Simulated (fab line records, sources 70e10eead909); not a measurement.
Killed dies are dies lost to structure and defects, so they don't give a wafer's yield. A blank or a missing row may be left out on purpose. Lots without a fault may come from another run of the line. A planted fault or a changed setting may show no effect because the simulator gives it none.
A struck lot beside a sound one | flow nand_harc | 14 steps out of a route of 1302
Sound: wafers L315.2, L315.4, L315.6. Struck: wafer L327.6. (L327.3 of the same lot was not struck and is left out.) The cause comes at the end.
At each step with rows: each side's tool, then ch and its chambers, then its first start. Under that, the readings that differ: sound wafers | struck wafers | difference of the means | sigmas: that difference in standard deviations of wafers without a fault.
alike: readings whose means differ by less than 2 such deviations, and words and numbers that are the same on both sides. not compared: withheld readings, readings that some wafer has no value for, bounds like >300 that may hide the same value, and numbers for which the record gives no deviation and whose values overlap.
The two part at a step that has a row with sigmas, a row that says differs or no value, or rows on one side only. Numbers that don't overlap but have no deviation are shown without sigmas and don't part them. A reading that every wafer of one side lacks parts them only if that side has two wafers or more.

NHARC_A_STAIRCASE_DESCUM_11: chemistry O2, time 3 s.
  sound on rie_diel-04 ch 0,2, day 16 07:19; struck on rie_diel-01 ch 0, day 21 17:47
  reading      | sound          | struck | difference | sigmas
  rf_vpp_V (V) | 57.8 59.3 57.4 | 56.0   | -2.2       | -2
  alike: drypump_motor_current_A, oes_product_au, showerhead_plenum_p_Torr, throttle_valve_pct
  not compared: rf_hours_counter_h
then, 6 steps without rows for these wafers: NHARC_A_STAIRCASE_TRIM_12 (chemistry O2, time 211.2 s); NHARC_A_STAIRCASE_ETCH_13 (etches the open film in C4F8/O2, target depth 100 nm, time 40.5 s); NHARC_A_STAIRCASE_TRIM_14 (chemistry O2, time 211.2 s); NHARC_A_STAIRCASE_ETCH_15 (etches the open film in C4F8/O2, target depth 100 nm, time 40.5 s); NHARC_A_STAIRCASE_TRIM_16 (chemistry O2, time 211.2 s); NHARC_A_STAIRCASE_ETCH_17 (etches the open film in C4F8/O2, target depth 100 nm, time 40.5 s).
NHARC_A_STAIRCASE_TRIM_18: chemistry O2, time 211.2 s.
  sound on rie_diel-04 ch 0,1; struck on rie_diel-01 ch 0
  alike: drypump_motor_current_A, oes_product_au, rf_vpp_V, run_length_s, showerhead_plenum_p_Torr, throttle_valve_pct
  not compared: rf_hours_counter_h
then, 1 step without rows for these wafers: NHARC_A_STAIRCASE_ETCH_19 (etches the open film in C4F8/O2, target depth 100 nm, time 40.5 s).
NHARC_A_STAIRCASE_TRIM_20: chemistry O2, time 211.2 s.
  sound on rie_diel-09 ch 0,1,2, day 16 08:28; struck on rie_diel-01 ch 1, day 21 18:53
  alike: drypump_motor_current_A, oes_product_au, rf_vpp_V, run_length_s, showerhead_plenum_p_Torr, throttle_valve_pct
  not compared: rf_hours_counter_h
NHARC_A_STAIRCASE_ETCH_21: etches the open film in C4F8/O2, target depth 100 nm, time 40.5 s.
  sound on rie_diel-09 ch 0,2,3; struck on rie_diel-01 ch 2
  alike: oes_product_au, rf_vpp_V
  not compared: rf_hours_counter_h
NHARC_A_STAIRCASE_TRIM_22: chemistry O2, time 211.2 s.
  sound on rie_diel-09 ch 0,1,3, day 16 08:43; struck on rie_diel-01 ch 1, day 21 19:10
  reading          | sound             | struck | difference | sigmas
  run_length_s (s) | 232.0 232.1 232.8 | 298.6  | +66.3      | +99 or more
  alike: drypump_motor_current_A, oes_product_au, rf_vpp_V, showerhead_plenum_p_Torr, throttle_valve_pct
  not compared: rf_hours_counter_h
NHARC_A_STAIRCASE_ETCH_23: etches the open film in C4F8/O2, target depth 100 nm, time 40.5 s.
  sound on rie_diel-09 ch 1,2,3; struck on rie_diel-01 ch 3
  alike: oes_product_au, rf_vpp_V
  not compared: rf_hours_counter_h
-- the record jumps here: 8 days lie between the struck wafers' starts before and after (it left off in module A_STAIRCASE and takes up again in module END, whose first step shown is number 1302 of the route) --
NHARC_END_SORT_01:
  the record has rows for the struck wafers here (prober-02 ch 0, day 30 02:08) and none for the sound ones

WHERE THEY PART
First at NHARC_A_STAIRCASE_DESCUM_11; last, within this record, at NHARC_END_SORT_01.

WHY: what the simulator had put in
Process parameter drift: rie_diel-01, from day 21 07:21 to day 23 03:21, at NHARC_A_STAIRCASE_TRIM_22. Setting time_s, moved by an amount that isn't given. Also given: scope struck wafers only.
